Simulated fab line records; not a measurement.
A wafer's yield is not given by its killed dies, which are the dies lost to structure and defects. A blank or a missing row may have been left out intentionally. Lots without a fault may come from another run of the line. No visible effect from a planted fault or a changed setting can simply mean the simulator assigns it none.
fab line records	flow n5-finfet
record lots=6	wafers=18	last-day=17
route steps=1938 shown BEOL_M0_SAQP@683 BEOL_M4@1111 PASSIVATION@1936
lots with no fault: from the same line, run without faults
start-h: the number of hours between the record's first day and the start of the first shown wafer of the lot	wait-h: how many hours have passed since the lot's step before this one	" the same as in the row above	L1.1+2: a single row standing in for several wafers	- no value, or no start given	* or withheld: withheld	< > ~ a bound
route shown NAME@n: a module of which the file shows steps, and the number in the route of the first	usual: mean/standard deviation taken from wafers without a fault	same: alike in all rows	chamber/n: place in a boat	sites: readings site by site	_std_site: the values' standard deviation	_edge_site: inner sites' mean taken away from outer sites' mean	radius-mm: how far each site lies from the wafer's centre	mask NAME#n: copy n	behind: tool/chamber where the wafer was last shaped	hold: why the lot was held/for how many hours/how that ended	device: whichever transistor did not switch (one of n, p or np)	end of line: the tests these same wafers got at the end of their route	where a step has no rows: the recipe by itself	killed: count of dies lost to structure and defects at first sort (not the wafer's yield)	map: a wafer's dies, x killed, . not, _ none there
set.NAME: the run value of the setting; set.NAME@STEP: its run value at that earlier step	model.NAME: the simulator's own value behind a step, which no gauge read
lots at some steps of the route; a table a step, a row a wafer
services: when a tool's chamber went out of use (start-h, in hours from the record's first day, below 0 if earlier), for how many hours, and the reason
## steps
# step N5_BEOL_M0_SAQP_COAT_34
# recipe resist=CAR-EUV	spin-rpm=1500	resist-thk-nm=30
# step N5_BEOL_M0_SAQP_EBR_36
# recipe solvent=PGMEA	ebr-width-mm=1.5
# step N5_BEOL_M0_SAQP_SOFTBAKE_35
# recipe temp-c=110	time-s=60	resist=CAR-EUV
# step N5_BEOL_M0_SAQP_EXPOSE_37
# recipe mask-id=M0_CUT1	na=0.33	source-shape=annular	sigma-inner=0.35	sigma-outer=0.8	polarization=unpolarized	target-cd-nm=30	dose-mj=44.75
# step N5_BEOL_M0_SAQP_PEB_38
# recipe peb-temp-c=100	peb-time-s=60	resist=CAR-EUV
# step N5_BEOL_M0_SAQP_DEVELOP_39
# recipe develop-time-s=30	developer=TMAH	resist=CAR-EUV	rinse-liquid=surfactant-rinse	dry=air-spin	dev-temp-c=23
# step N5_BEOL_M0_SAQP_CD_MEAS_40
# recipe target-cd-nm=30	landing-energy-ev=500	detector=se-inlens
# usual cd-nm=29.93/0.25
lot.wafer	tool	chamber	start-h	wait-h	cd-nm
L236.1	cd-sem-02	0	152.74	-	30.04
L236.3	"	0	"	"	29.69
L236.6	"	0	"	"	29.77
L241.3	cd-sem-03	0	177.55	-	29.95
L241.4	"	0	"	"	30.36
L241.6	"	0	"	"	29.59
L244.1	cd-sem-03	0	196.53	-	29.66
L244.3	"	0	"	"	29.79
L244.4	"	0	"	"	29.67
L246.4	cd-sem-02	0	208.11	-	29.92
L246.5	"	0	"	"	30.37
L246.6	"	0	"	"	30.03
L250.3	cd-sem-02	0	238.37	-	30.34
L250.4	"	0	"	"	29.55
L250.6	"	0	"	"	29.97
L251.1	cd-sem-02	0	240.74	-	29.94
L251.4	"	0	"	"	30.21
L251.6	"	0	"	"	29.97
# step N5_BEOL_M0_SAQP_OVL_MEAS_41
# recipe points-per-wafer=522
# usual M0_CUT1_OVL=-0.5/0.65
lot.wafer	tool	chamber	start-h	wait-h	M0_CUT1_OVL[nm]
L236.1	overlay-01	0	152.77	0.0	-0.6
L236.3	"	0	"	"	0.1
L236.6	"	0	"	"	-1.9
L241.3	overlay-01	0	177.59	0.0	-0.7
L241.4	"	0	"	"	-0.5
L241.6	"	0	"	"	-0.4
L244.1	overlay-01	0	196.56	0.0	0.8
L244.3	"	0	"	"	0.0
L244.4	"	0	"	"	-0.4
L246.4	overlay-01	0	208.15	0.0	-1.5
L246.5	"	0	"	"	-0.3
L246.6	"	0	"	"	-1.3
L250.3	overlay-01	0	238.41	0.0	0.2
L250.4	"	0	"	"	0.5
L250.6	"	0	"	"	0.2
L251.1	overlay-01	0	240.77	0.0	-0.6
L251.4	"	0	"	"	1.0
L251.6	"	0	"	"	-0.6
# step N5_BEOL_M0_SAQP_INSPECT_42
# recipe mode=adi	inspect-instrument=brightfield
# usual raw-defect-count=291/87
lot.wafer	tool	chamber	start-h	wait-h	raw-defect-count
L236.1	defect-inspect-02	-	152.83	0.1	290
L236.3	"	-	"	"	223
L236.6	"	-	"	"	341
L241.3	defect-inspect-01	-	177.64	0.0	189
L241.4	"	-	"	"	226
L241.6	"	-	"	"	318
L244.1	defect-inspect-02	-	196.62	0.1	243
L244.3	"	-	"	"	202
L244.4	"	-	"	"	185
L246.4	defect-inspect-02	-	208.20	0.0	408
L246.5	"	-	"	"	358
L246.6	"	-	"	"	413
L250.3	defect-inspect-01	-	238.46	0.0	276
L250.4	"	-	"	"	220
L250.6	"	-	"	"	251
L251.1	defect-inspect-02	-	240.83	0.1	345
L251.4	"	-	"	"	268
L251.6	"	-	"	"	214
# step N5_BEOL_M0_SAQP_DESCUM_45
# recipe chemistry=O2	time-s=7	source-power-w=50	bias-power-w=20	pressure-mtorr=20	rf-frequency-hz=2.712e+07	temp-c=40	resist=CAR-EUV	o2-flow-sccm=225
# usual drypump-motor-current-A=5.7/0.44	oes-product-au=0.75/0.062	rf-vpp-V=243.2/1.5	showerhead-plenum-p-Torr=2.09/0.069	throttle-valve-pct=20.48/0.19
lot.wafer	tool	chamber	start-h	wait-h	drypump-motor-current-A	oes-product-au	rf-hours-counter-h	rf-vpp-V	showerhead-plenum-p-Torr	throttle-valve-pct
L236.1	rie-diel-05	3	152.87	0.0	5.6	0.72	209	243.4	2.17	20.54
L236.3	"	2	"	"	5.6	0.73	203	244.1	2.15	20.34
L236.6	"	1	"	"	5.7	0.73	-	240.9	2.01	20.87
L241.3	rie-diel-02	0	177.67	0.0	5.7	0.73	163	243.7	2.09	20.29
L241.4	"	2	"	"	4.9	0.74	187	243.1	2.07	20.22
L241.6	"	3	"	"	5.9	0.70	-	242.5	2.00	20.52
L244.1	rie-diel-05	2	196.65	0.0	5.6	0.72	218	244.4	2.15	20.35
L244.3	"	1	"	"	5.7	0.71	180	241.4	2.00	20.89
L244.4	"	0	"	"	5.9	0.84	79	244.2	2.19	20.41
L246.4	rie-diel-05	1	208.23	0.0	5.7	0.71	183	243.0	2.00	20.90
L246.5	"	1	"	"	5.7	0.70	-	240.7	2.00	20.88
L246.6	"	2	"	"	5.6	0.71	-	243.7	2.15	20.35
L250.3	rie-diel-02	2	238.49	0.0	5.0	0.72	203	244.2	2.06	20.25
L250.4	"	0	"	"	5.7	0.72	182	241.4	2.08	20.34
L250.6	"	3	"	"	5.9	0.69	-	241.7	1.99	20.54
L251.1	rie-diel-02	2	240.91	0.1	5.0	0.73	204	245.1	2.06	20.25
L251.4	"	1	"	"	6.2	0.71	207	243.2	2.16	20.49
L251.6	"	3	"	"	5.9	0.68	-	241.8	1.99	20.56
# step N5_BEOL_M0_SAQP_ETCH_88
# recipe chemistry=N2/H2	target=underlayer	target-depth-a=65	time-s=5.2	ion-energy-ev=200	mask-material=CAR-EUV	pressure-mtorr=30	source-w=840	bias-w=150	n2-flow-sccm=200	h2-flow-sccm=200	ends=cleared
# usual drypump-motor-current-A=5.7/0.44	etch-rf-on-time-s=5.24/0.13	oes-product-au=0.63/0.048	rf-vpp-V=524.1/2.8	showerhead-plenum-p-Torr=2.54/0.089	throttle-valve-pct=17.91/0.17
lot.wafer	tool	chamber	start-h	wait-h	drypump-motor-current-A	etch-rf-on-time-s	oes-product-au	rf-hours-counter-h	rf-vpp-V	showerhead-plenum-p-Torr	throttle-valve-pct
L236.1	rie-diel-05	3	152.90	0.0	5.6	5.19	0.61	209	525.8	2.64	17.96
L236.3	"	2	"	"	5.6	5.38	0.61	203	527.0	2.63	17.80
L236.6	"	1	"	"	5.7	5.37	0.61	-	522.7	2.42	18.30
L241.3	rie-diel-02	0	177.71	0.0	5.8	5.08	0.63	164	525.4	2.53	17.73
L241.4	"	2	"	"	5.0	5.19	0.63	187	524.7	2.52	17.79
L241.6	"	3	"	"	5.9	5.42	0.58	-	519.8	2.43	18.03
L244.1	rie-diel-05	2	196.68	0.0	5.6	5.48	0.59	218	527.1	2.62	17.83
L244.3	"	1	"	"	5.7	5.48	0.61	180	520.6	2.42	18.31
L244.4	"	0	"	"	5.9	5.20	0.71	79	527.7	2.67	17.75
L246.4	rie-diel-05	1	208.26	0.0	5.7	5.36	0.60	183	522.7	2.42	18.31
L246.5	"	1	"	"	5.7	5.39	0.61	-	520.3	2.41	18.33
L246.6	"	2	"	"	5.6	5.31	0.61	-	527.5	2.62	17.87
L250.3	rie-diel-02	2	238.53	0.0	4.9	5.13	0.63	203	523.5	2.52	17.83
L250.4	"	0	"	"	5.7	5.06	0.63	182	524.9	2.52	17.75
L250.6	"	3	"	"	5.9	5.36	0.57	-	519.6	2.43	18.06
L251.1	rie-diel-02	2	240.95	0.0	5.0	5.15	0.62	204	526.0	2.52	17.81
L251.4	"	1	"	"	6.1	5.13	0.61	207	526.4	2.60	17.69
L251.6	"	3	"	"	5.9	5.33	0.59	-	519.7	2.42	18.07
# step N5_BEOL_M0_SAQP_ETCH_73
# recipe chemistry=CF4	target=SiARC	target-depth-a=195	mask-material=CAR-EUV	time-s=32.5	ion-energy-ev=80	pressure-mtorr=40	source-w=545	bias-w=36	Ar_flow_sccm=100	cf4-flow-sccm=100	ends=cleared
# usual drypump-motor-current-A=5.7/0.44	etch-rf-on-time-s=32.7/0.66	oes-product-au=0.63/0.049	rf-vpp-V=184.1/1.2	showerhead-plenum-p-Torr=2.14/0.074	throttle-valve-pct=15.68/0.15
lot.wafer	tool	chamber	start-h	wait-h	drypump-motor-current-A	etch-rf-on-time-s	oes-product-au	rf-hours-counter-h	rf-vpp-V	showerhead-plenum-p-Torr	throttle-valve-pct
L236.1	rie-diel-05	3	152.92	0.0	5.6	32.3	0.61	209	184.9	2.20	15.63
L236.3	"	2	"	"	5.6	33.1	0.62	203	184.8	2.21	15.65
L236.6	"	1	"	"	5.7	33.6	0.61	-	183.2	2.05	15.97
L241.3	rie-diel-02	0	177.73	0.0	5.7	31.4	0.64	164	184.9	2.15	15.59
L241.4	"	2	"	"	4.9	32.3	0.64	187	183.7	2.12	15.52
L241.6	"	3	"	"	5.9	33.3	0.59	-	181.6	2.04	15.70
L244.1	rie-diel-05	2	196.70	0.0	5.6	33.4	0.61	218	183.9	2.20	15.70
L244.3	"	1	"	"	5.7	34.0	0.60	180	182.3	2.05	16.01
L244.4	"	0	"	"	5.9	32.2	0.72	79	184.9	2.25	15.60
L246.4	rie-diel-05	1	208.28	0.0	5.7	33.5	0.60	183	182.5	2.05	16.03
L246.5	"	1	"	"	5.7	33.6	0.60	-	182.1	2.05	16.00
L246.6	"	2	"	"	5.6	32.7	0.61	-	184.7	2.20	15.68
L250.3	rie-diel-02	2	238.54	0.0	4.9	32.8	0.61	203	183.9	2.12	15.55
L250.4	"	0	"	"	5.8	32.0	0.62	182	184.1	2.14	15.58
L250.6	"	3	"	"	5.9	33.8	0.58	-	182.0	2.03	15.73
L251.1	rie-diel-02	2	240.97	0.0	4.9	32.2	0.62	204	183.9	2.12	15.57
L251.4	"	1	"	"	6.1	32.1	0.61	207	184.6	2.21	15.71
L251.6	"	3	"	"	5.9	33.2	0.59	-	181.5	2.03	15.75
# step N5_BEOL_M0_SAQP_CUT_ETCH_46
# recipe chemistry=N2/H2	target=SOC	target-depth-a=1350	overetch-a=270	temp-c=40	time-s=202.5	ion-energy-ev=200	mask-material=SiARC	pressure-mtorr=30	source-w=840	bias-w=150	n2-flow-sccm=200	h2-flow-sccm=200
# usual drypump-motor-current-A=5.7/0.44	rf-vpp-V=523.8/2.7	showerhead-plenum-p-Torr=2.54/0.089	throttle-valve-pct=17.87/0.17
lot.wafer	tool	chamber	start-h	wait-h	drypump-motor-current-A	rf-hours-counter-h	rf-vpp-V	showerhead-plenum-p-Torr	throttle-valve-pct	model.SiARC_of_BEOL_M0_SAQP_COAT_72.thk-nm	model.BEOL_M0_SAQP.cd-nm
L236.1	rie-diel-05	3	152.95	0.0	5.6	209	527.6	2.64	17.93	4.8	29.8
L236.3	"	2	"	"	5.6	203	525.0	2.63	17.78	5.6	29.8
L236.6	"	1	"	"	5.7	-	520.8	2.42	18.24	5	29.6
L241.3	rie-diel-02	0	177.76	0.0	5.8	164	522.2	2.53	17.70	4.6	29.8
L241.4	"	2	"	"	5.0	187	524.9	2.52	17.75	4.8	29.4
L241.6	"	3	"	"	5.9	-	521.5	2.43	18.00	5.2	29.4
L244.1	rie-diel-05	2	196.73	0.0	5.6	218	526.5	2.62	17.81	5.6	30.2
L244.3	"	1	"	"	5.7	180	520.2	2.42	18.29	5.2	30.2
L244.4	"	0	"	"	5.9	79	527.7	2.67	17.71	8.4	28
L246.4	rie-diel-05	1	208.31	0.0	5.7	183	521.0	2.42	18.26	8.8	29
L246.5	"	1	"	"	5.7	-	520.8	2.41	18.30	5	30.6
L246.6	"	2	"	"	5.6	-	526.6	2.62	17.81	9	28.8
L250.3	rie-diel-02	2	238.57	0.0	5.0	203	523.5	2.52	17.75	5	30.2
L250.4	"	0	"	"	5.8	182	523.5	2.52	17.72	4.8	30.2
L250.6	"	3	"	"	5.9	-	519.1	2.43	18.04	5.4	30
L251.1	rie-diel-02	2	241.00	0.0	5.0	204	521.6	2.52	17.77	4.8	30
L251.4	"	1	"	"	6.2	207	526.1	2.60	17.65	4.8	29.8
L251.6	"	3	"	"	5.9	-	520.5	2.43	18.01	5.2	29.6
# step N5_BEOL_M0_SAQP_STRIP_74
# recipe chemistry=N2/H2	temp-c=40	n2-flow-sccm=200	h2-flow-sccm=200	rf-frequency-hz=6e+07
# step N5_BEOL_M0_SAQP_STRIP_89
# recipe chemistry=N2/H2	temp-c=40	n2-flow-sccm=200	h2-flow-sccm=200	rf-frequency-hz=6e+07
# step N5_BEOL_M0_SAQP_ALD_48
# recipe material=SiO2	target-thk-a=200	temp-c=100	ald-precursor-family=BDEAS	ald-co-reactant=O2-plasma	pulse-time-s=1	co-reactant-pulse-time-s=1	purge-time-s=2	co-reactant-purge-time-s=2	ald-cycles=139	pressure-torr=2
# usual heater-power-outer-w=40/4.6	heater-power-w=77/7.4	precursor-pulse-height-rel=1.002/0.018
lot.wafer	tool	chamber	start-h	wait-h	heater-power-outer-w	heater-power-w	precursor-pulse-height-rel
L236.1	ald-sin-04	1	153.15	0.0	44	82	1.006
L236.3	"	2	"	"	42	80	0.975
L236.6	"	2	"	"	41	80	1.022
L241.3	ald-sin-02	0	178.93	1.0	34	63	1.034
L241.4	"	3	"	"	34	76	1.009
L241.6	"	2	"	"	42	77	1.000
L244.1	ald-sin-01	1	197.30	0.4	39	71	0.998
L244.3	"	0	"	"	42	81	0.986
L244.4	"	0	"	"	42	80	0.972
L246.4	ald-sin-01	0	208.55	0.1	40	77	0.989
L246.5	"	3	"	"	46	85	1.027
L246.6	"	2	"	"	43	80	0.964
L250.3	ald-sin-04	1	238.77	0.0	44	82	1.018
L250.4	"	0	"	"	29	62	0.980
L250.6	"	3	"	"	44	87	0.978
L251.1	ald-sin-01	3	241.44	0.3	46	89	1.009
L251.4	"	1	"	"	39	70	0.992
L251.6	"	1	"	"	38	71	0.997
# step N5_BEOL_M0_SAQP_ETCH_49
# recipe chemistry=CF4/O2	target-depth-a=370	target=SiO2	pressure-mtorr=40	source-w=535	bias-w=49	Ar_flow_sccm=100	cf4-flow-sccm=100	O2_flow_sccm=10	ion-energy-ev=100
# usual drypump-motor-current-A=5.8/0.42	oes-product-au=0.75/0.062	rf-vpp-V=242/4.9	showerhead-plenum-p-Torr=2.21/0.074	throttle-valve-pct=15.91/0.15
lot.wafer	tool	chamber	start-h	wait-h	drypump-motor-current-A	oes-product-au	rf-hours-counter-h	rf-vpp-V	showerhead-plenum-p-Torr	throttle-valve-pct	model.BEOL_M0_SAQP.cd-nm
L236.1	rie-diel-05	1	153.68	0.3	5.7	0.73	166	247	2.12	16.21	29.8
L236.3	"	2	"	"	5.6	0.72	203	232	2.27	15.88	29.6
L236.6	"	0	"	"	5.9	0.85	-	253	2.32	15.82	29.4
L241.3	rie-diel-02	1	179.48	0.3	6.2	0.72	189	241	2.28	15.91	30
L241.4	"	3	"	"	5.9	0.70	199	238	2.10	15.95	29.4
L241.6	"	1	"	"	6.2	0.72	-	240	2.28	15.92	29.4
L244.1	rie-diel-01	0	197.96	0.4	6.0	0.77	154	241	2.12	16.06	30
L244.3	"	1	"	"	6.5	0.89	46	240	2.23	15.66	30.2
L244.4	"	3	"	"	5.0	0.71	200	240	2.11	15.91	28
L246.4	rie-diel-02	1	209.07	0.3	6.2	0.71	198	242	2.28	15.93	29
L246.5	"	2	"	"	4.9	0.72	-	241	2.18	15.77	30.6
L246.6	"	1	"	"	6.2	0.70	-	242	2.28	15.92	28.8
L250.3	rie-diel-05	1	239.32	0.3	5.7	0.71	191	244	2.11	16.27	30.4
L250.4	"	2	"	"	5.6	0.70	230	232	2.26	15.95	30.2
L250.6	"	1	"	"	5.7	0.71	-	245	2.11	16.25	30
L251.1	rie-diel-01	0	241.97	0.3	6.0	0.76	168	240	2.12	16.08	30
L251.4	"	2	"	"	6.0	0.70	204	249	2.28	16.09	29.8
L251.6	"	0	"	"	6.0	0.76	-	238	2.12	16.07	29.6
# step N5_BEOL_M0_SAQP_STRIP_75
# recipe chemistry=CF4	resist=SiARC	power-w=300	bias-power-w=75	pressure-mtorr=50	cf4-flow-sccm=150	rf-frequency-hz=6e+07
# usual drypump-motor-current-A=5.8/0.41	oes-product-au=0.174/0.013	rf-vpp-V=271.2/1.6	showerhead-plenum-p-Torr=1.80/0.058	throttle-valve-pct=13.66/0.14
lot.wafer	tool	chamber	start-h	wait-h	drypump-motor-current-A	oes-product-au	rf-hours-counter-h	rf-vpp-V	showerhead-plenum-p-Torr	throttle-valve-pct
L236.1	rie-diel-05	1	153.78	0.1	5.7	0.175	166	268.9	1.71	13.92
L236.3	"	2	"	"	5.6	0.170	204	272.2	1.84	13.62
L236.6	"	0	"	"	5.8	0.198	-	273.0	1.88	13.51
L241.3	rie-diel-02	1	179.58	0.1	6.2	0.166	189	272.8	1.86	13.67
L241.4	"	3	"	"	5.9	0.158	199	268.7	1.71	13.69
L241.6	"	1	"	"	6.1	0.164	-	274.2	1.86	13.68
L244.1	rie-diel-01	0	198.06	0.1	6.1	0.173	154	269.1	1.73	13.80
L244.3	"	1	"	"	6.5	0.200	46	270.2	1.83	13.41
L244.4	"	3	"	"	5.0	0.166	200	268.0	1.72	13.65
L246.4	rie-diel-02	1	209.17	0.1	6.1	0.167	198	272.6	1.86	13.69
L246.5	"	2	"	"	4.9	0.165	-	271.0	1.78	13.54
L246.6	"	1	"	"	6.2	0.167	-	272.5	1.86	13.69
L250.3	rie-diel-05	1	239.42	0.1	5.7	0.169	191	267.6	1.71	13.97
L250.4	"	2	"	"	5.6	0.164	230	272.1	1.83	13.69
L250.6	"	1	"	"	5.7	0.164	-	270.1	1.71	13.96
L251.1	rie-diel-01	0	242.07	0.1	6.1	0.180	168	269.1	1.73	13.84
L251.4	"	2	"	"	6.0	0.167	204	272.7	1.85	13.87
L251.6	"	0	"	"	6.0	0.179	-	269.2	1.73	13.84
# step N5_BEOL_M4_RC_MEAS_101
# usual DIBL_N=36.0/1.6	DIBL_P=36.1/2	IOFF_N=0.160/0.029	IOFF_P=0.21/0.039	ION_N=675/13	ION_P=464/8.8	SS_N=71.5/0.58	SS_P=73.3/0.65	VT_N=250/3.3	VT_P=-249/3.6
lot.wafer	tool	chamber	start-h	wait-h	DIBL_N[mV/V]	DIBL_P[mV/V]	IOFF_N[nA/um]	IOFF_P[nA/um]	ION_N[uA/um]	ION_P[uA/um]	SS_N[mV/dec]	SS_P[mV/dec]	VT_N[mV]	VT_P[mV]
L236.1	prober-01	0	204.34	0.0	35.6	35.6	0.160	0.19	655	449	71.4	73.5	252	-252
L236.3	"	0	"	"	35.5	37.7	0.152	0.21	669	455	71.2	74.0	254	-251
L236.6	"	0	"	"	37.6	38.3	0.188	0.23	671	457	71.9	74.1	249	-249
L241.3	prober-01	0	236.55	0.3	37.6	38.9	0.199	0.28	697	488	71.8	73.8	247	-243
L241.4	"	0	"	"	35.5	35.7	0.150	0.22	671	464	71.2	73.6	251	-246
L241.6	"	0	"	"	36.2	37.1	0.167	0.24	683	474	71.8	73.1	248	-245
L244.1	prober-02	0	244.03	0.0	36.5	35.4	0.163	0.22	673	463	71.4	73.5	250	-248
L244.3	"	0	"	"	34.7	34.4	0.143	0.20	686	467	71.8	72.1	249	-251
L244.4	"	0	"	"	37.0	36.9	0.184	0.24	688	476	71.2	74.4	243	-245
L246.4	prober-02	0	268.35	0.5	35.2	36.3	0.154	0.23	669	466	72.0	73.8	249	-247
L246.5	"	0	"	"	33.2	33.6	0.123	0.19	671	468	70.5	72.8	252	-247
L246.6	"	0	"	"	37.5	38.1	0.183	0.24	667	463	71.9	73.9	249	-249
L251.1	prober-02	0	294.45	0.0	34.6	35.7	0.152	0.22	666	456	71.4	73.7	250	-247
L251.4	"	0	"	"	31.8	33.1	0.106	0.18	655	457	70.4	72.1	255	-252
L251.6	"	0	"	"	30.4	31.7	0.092	0.16	650	453	70.9	72.3	259	-254
L250.3	prober-02	0	301.42	0.3	38.4	37.8	0.198	0.25	692	474	72.1	73.9	246	-244
L250.4	"	0	"	"	35.6	35.3	0.143	0.20	681	472	71.6	72.9	248	-249
L250.6	"	0	"	"	35.1	34.4	0.130	0.19	670	458	71.2	72.2	253	-249
# step N5_PASSIVATION_PROBE_49
# usual defect-limited-yield=91.0/1.3	killed_at_M0_to_M3=36/9.5	killed_at_M4_up=14/5.6	killed-at-contacts=12/6.4	killed-at-front-end=40/10	killed-at-other=3.2/3	killed-dies=107/15	killed-open=69/12	killed-short=35/7.7	sort_bin_5_function=5.3/0.91	sort_bin_6_memory=3.3/0.65	sort_bin_8_speed=0.00/0.012	sort-n-pass=1073/15	sort-yield-pct=91.0/1.3
# same gross-dies=1180	killed-at-back-side=0	sort_bin_4_leakage[%]=0
lot.wafer	tool	chamber	start-h	wait-h	defect-limited-yield[%]	killed_at_M0_to_M3	killed_at_M4_up	killed-at-contacts	killed-at-front-end	killed-at-other	killed-dies	killed-open	killed-short	sort_bin_5_function[%]	sort_bin_6_memory[%]	sort_bin_8_speed[%]	sort-n-pass	sort-yield-pct[%]
L244.3	prober-02	-	358.26	0.1	89.6	44	15	8	53	3	123	79	41	6.3	3.5	0	1057	89.6
L244.4	prober-02	-	358.31	0.2	91.1	29	27	5	38	6	105	74	31	5.1	3.4	0	1075	91.1
L250.6	prober-01	-	405.55	0.3	90.9	32	15	10	48	2	107	64	31	5.1	3.1	0	1073	90.9
# killed by level:class
L244.3 STI_FIN_REVEAL:geometric-particle:open=16 BEOL_M1:geometric-particle:short=10 FIN_SAQP:geometric-particle:open=9 BEOL_M2:geometric-particle:open=8 BEOL_M4:geometric-particle:open=7 BEOL_M0_SAQP:geometric-particle:short=7 MOL_CONTACT_COAG:geometric-particle:open=6 FIN_SAQP:geometric-particle:short=5
L244.4 STI_FIN_REVEAL:geometric-particle:open=10 BEOL_M1:geometric-particle:open=9 BEOL_M4:geometric-particle:open=9 FIN_SAQP:geometric-particle:open=8 BEOL_M0_SAQP:geometric-particle:short=6 FIN_SAQP:geometric-particle:short=5 DUMMY_GATE:geometric-particle:open=4 MOL_CONTACT_COAG:geometric-particle:open=4
L250.6 BEOL_M0_SAQP:geometric-particle:open=9 FIN_SAQP:geometric-particle:open=8 MOL_CONTACT_COAG:geometric-particle:open=8 BEOL_M1:geometric-particle:open=8 HKMG_FIN:area-etch=8 DUMMY_GATE:geometric-particle:open=6 FIN_SAQP:geometric-particle:short=4 SPACER0:geometric-particle:short=4
## services
tool	chamber	start-h	hours	kind
rie-diel-02	1	163.00	10.2	repair
ald-sin-01	-	176.75	14.0	pm
ald-sin-01	0	176.75	14.0	vent-cycle
ald-sin-01	1	176.75	14.0	vent-cycle
ald-sin-01	2	176.75	14.0	vent-cycle
ald-sin-01	3	176.75	14.0	vent-cycle
rie-diel-05	1	177.64	1.4	repair
rie-diel-01	0	181.02	4.1	repair
ald-sin-01	0	190.75	-	clean
ald-sin-01	1	190.75	-	clean
ald-sin-01	2	190.75	-	clean
ald-sin-01	3	190.75	-	clean
ald-sin-01	2	194.30	4.3	repair
ald-sin-02	0	197.62	23.9	repair
ald-sin-02	-	206.28	1.0	repair
## key
first-sign none at tools or gauges
model-effect step=N5_BEOL_M0_SAQP_CUT_ETCH_46	value=SiARC_of_BEOL_M0_SAQP_COAT_72.thk-nm	without=5	struck=8.733
model-effect step=N5_BEOL_M0_SAQP_ETCH_49	value=BEOL_M0_SAQP.cd-nm	without=30	struck=28.6
met-at N5_BEOL_M0_SAQP_CUT_ETCH_46
struck-wafers L244.4,L246.4,L246.6
onset-between 152.95 196.73
fault kind=process-parameter-drift	tool=rie-diel-05	chamber=-	onset-h=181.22	steps=N5_BEOL_M0_SAQP_CUT_ETCH_46	channel=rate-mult	offset=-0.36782	shape=step	end-h=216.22	scope=struck-wafers-only
